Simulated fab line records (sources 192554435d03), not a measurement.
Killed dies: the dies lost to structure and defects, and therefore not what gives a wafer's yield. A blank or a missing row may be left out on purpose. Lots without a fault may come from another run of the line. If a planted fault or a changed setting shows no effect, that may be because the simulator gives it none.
Split-lot study || flow n5-finfet || 7 lots, 21 wafers read, on a route of 1938 steps

== SPLIT DETAILS ==
At N5_BEOL_M13_ILD_DEP_00 (deposits SiOC from DEMS/O2, target thk 837.92 nm, time 166.4 s), the setting time-s was moved away from the recipe's 166.4 s on 7 of the 21 wafers read, by -11.5% to -4.7%. The other wafers ran this setting at the recipe's value.

Split to reading: the file shows no intervening step.

== THE READING ==
At N5_BEOL_M13_THK_MEAS_01: M13_ILD_THK, given in nm. A value of 841 nm with a standard deviation of 10 nm is what fault-free wafers of this fab line usually give.

{"wafer": "L074.1", "tool, chamber at the split": "pecvd-02, 0", "time-s as run, s": 166.4, "against the recipe": "recipe", "M13_ILD_THK, nm": 832, "against lot-mates on the recipe": "-"}
{"wafer": "L074.2", "tool, chamber at the split": "pecvd-02, 1", "time-s as run, s": 166.4, "against the recipe": "recipe", "M13_ILD_THK, nm": 830, "against lot-mates on the recipe": "-"}
{"wafer": "L074.3", "tool, chamber at the split": "pecvd-02, 2", "time-s as run, s": 166.4, "against the recipe": "recipe", "M13_ILD_THK, nm": 820, "against lot-mates on the recipe": "-"}
{"wafer": "L076.1", "tool, chamber at the split": "pecvd-02, 2", "time-s as run, s": 166.4, "against the recipe": "recipe", "M13_ILD_THK, nm": 836, "against lot-mates on the recipe": "-"}
{"wafer": "L076.2", "tool, chamber at the split": "pecvd-02, 0", "time-s as run, s": 150.7, "against the recipe": "-9.4%", "M13_ILD_THK, nm": 763, "against lot-mates on the recipe": -73}
{"wafer": "L076.6", "tool, chamber at the split": "pecvd-02, 1", "time-s as run, s": 150.7, "against the recipe": "-9.4%", "M13_ILD_THK, nm": 777, "against lot-mates on the recipe": -59}
{"wafer": "L083.3", "tool, chamber at the split": "pecvd-02, 0", "time-s as run, s": 166.4, "against the recipe": "recipe", "M13_ILD_THK, nm": 827, "against lot-mates on the recipe": "-"}
{"wafer": "L083.4", "tool, chamber at the split": "pecvd-02, 1", "time-s as run, s": 166.4, "against the recipe": "recipe", "M13_ILD_THK, nm": 842, "against lot-mates on the recipe": "-"}
{"wafer": "L083.5", "tool, chamber at the split": "pecvd-02, 0", "time-s as run, s": 166.4, "against the recipe": "recipe", "M13_ILD_THK, nm": 839, "against lot-mates on the recipe": "-"}
{"wafer": "L089.1", "tool, chamber at the split": "pecvd-01, 2", "time-s as run, s": 166.4, "against the recipe": "recipe", "M13_ILD_THK, nm": 830, "against lot-mates on the recipe": "-"}
{"wafer": "L089.4", "tool, chamber at the split": "pecvd-01, 1", "time-s as run, s": 166.4, "against the recipe": "recipe", "M13_ILD_THK, nm": 834, "against lot-mates on the recipe": "-"}
{"wafer": "L089.5", "tool, chamber at the split": "pecvd-01, 2", "time-s as run, s": 166.4, "against the recipe": "recipe", "M13_ILD_THK, nm": 843, "against lot-mates on the recipe": "-"}
{"wafer": "L092.1", "tool, chamber at the split": "pecvd-01, 2", "time-s as run, s": 166.4, "against the recipe": "recipe", "M13_ILD_THK, nm": 839, "against lot-mates on the recipe": "-"}
{"wafer": "L092.4", "tool, chamber at the split": "pecvd-01, 0", "time-s as run, s": 156.9, "against the recipe": "-5.7%", "M13_ILD_THK, nm": 787, "against lot-mates on the recipe": -56}
{"wafer": "L092.6", "tool, chamber at the split": "pecvd-01, 2", "time-s as run, s": 166.4, "against the recipe": "recipe", "M13_ILD_THK, nm": 847, "against lot-mates on the recipe": "-"}
{"wafer": "L095.1", "tool, chamber at the split": "pecvd-01, 0", "time-s as run, s": 158.5, "against the recipe": "-4.7%", "M13_ILD_THK, nm": 783, "against lot-mates on the recipe": -43}
{"wafer": "L095.3", "tool, chamber at the split": "pecvd-01, 1", "time-s as run, s": 166.4, "against the recipe": "recipe", "M13_ILD_THK, nm": 826, "against lot-mates on the recipe": "-"}
{"wafer": "L095.4", "tool, chamber at the split": "pecvd-01, 0", "time-s as run, s": 158.5, "against the recipe": "-4.7%", "M13_ILD_THK, nm": 790, "against lot-mates on the recipe": -36}
{"wafer": "L096.2", "tool, chamber at the split": "pecvd-01, 2", "time-s as run, s": 166.4, "against the recipe": "recipe", "M13_ILD_THK, nm": 843, "against lot-mates on the recipe": "-"}
{"wafer": "L096.4", "tool, chamber at the split": "pecvd-01, 1", "time-s as run, s": 147.3, "against the recipe": "-11.5%", "M13_ILD_THK, nm": 749, "against lot-mates on the recipe": -94}
{"wafer": "L096.5", "tool, chamber at the split": "pecvd-01, 2", "time-s as run, s": 147.3, "against the recipe": "-11.5%", "M13_ILD_THK, nm": 749, "against lot-mates on the recipe": -94}

FIT RESULTS
A straight line over all 21 wafers: M13_ILD_THK changes by +7.45 nm for each +1% of time-s; r = +0.97; the points scatter about the line by 8.3 nm.
The same after taking each lot's own level away (the mean of its wafers on the recipe; 21 wafers): +7.86 nm for each +1%; r = +0.98; scatter 6.3 nm.
According to that fit, moving time-s by its largest amount changes the reading by 90 nm.
From 826.0 to 843.0 nm: that is the span of the lots' own levels, equal to 1.7 times the standard deviation above.
The two slopes agree, so the slope changes little with the lot-to-lot level.
Check: with one of the wafers moved furthest among these (-11.5%) left out of the fit, the line predicts -89.3 nm for it against its lot-mates. It came out at -94 nm against them.

== THE WHOLE CHAIN: every reading that the file lists as answering this split, in the file's order ==
{"step": "N5_BEOL_M13_ILD_DEP_00", "what it does": "deposits SiOC from DEMS/O2, target thk 837.92 nm, time 166.4 s", "reading": "SiOC_of_BEOL_M13_ILD_DEP_00.thk-nm (the simulator's own value, which no gauge read)", "change (the file's fit)": "+7.96 nm for each +1% of the setting", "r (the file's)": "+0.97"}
{"step": "N5_BEOL_M13_THK_MEAS_01", "what it does": "", "reading": "M13_ILD_THK", "change (the file's fit)": "+7.99 for each +1% of the setting", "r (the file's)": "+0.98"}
{"step": "N5_BEOL_M13_VIA_ETCH_16", "what it does": "etches SiOC in C4F8/O2/Ar, target depth 921.7 nm", "reading": "etch.depth-nm (the simulator's own value, which no gauge read)", "change (the file's fit)": "+7.95 nm for each +1% of the setting", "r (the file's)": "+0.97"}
{"step": "N5_BEOL_M13_VIA_ETCH_16", "what it does": "etches SiOC in C4F8/O2/Ar, target depth 921.7 nm", "reading": "coat_of_BEOL_M13_COAT_04.thk-nm (the simulator's own value, which no gauge read)", "change (the file's fit)": "-2.39 nm for each +1% of the setting", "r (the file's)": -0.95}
{"step": "N5_BEOL_M13_STRIP_63", "what it does": "strips in N2/H2", "reading": "strip-time-to-endpoint-s", "change (the file's fit)": "withheld for each +1% of the setting", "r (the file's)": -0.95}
{"step": "N5_BEOL_M13_ETCH_38", "what it does": "etches SiCN in CF4/N2, target depth 67.5 nm, time 71.9 s", "reading": "SiOC_of_BEOL_M13_ILD_DEP_00.thk-nm (the simulator's own value, which no gauge read)", "change (the file's fit)": "+8.07 nm for each +1% of the setting", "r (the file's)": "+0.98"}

== FILE'S OWN FIT ==
M13_ILD_THK changes by +7.99 nm for each +1% of time-s, r = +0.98.
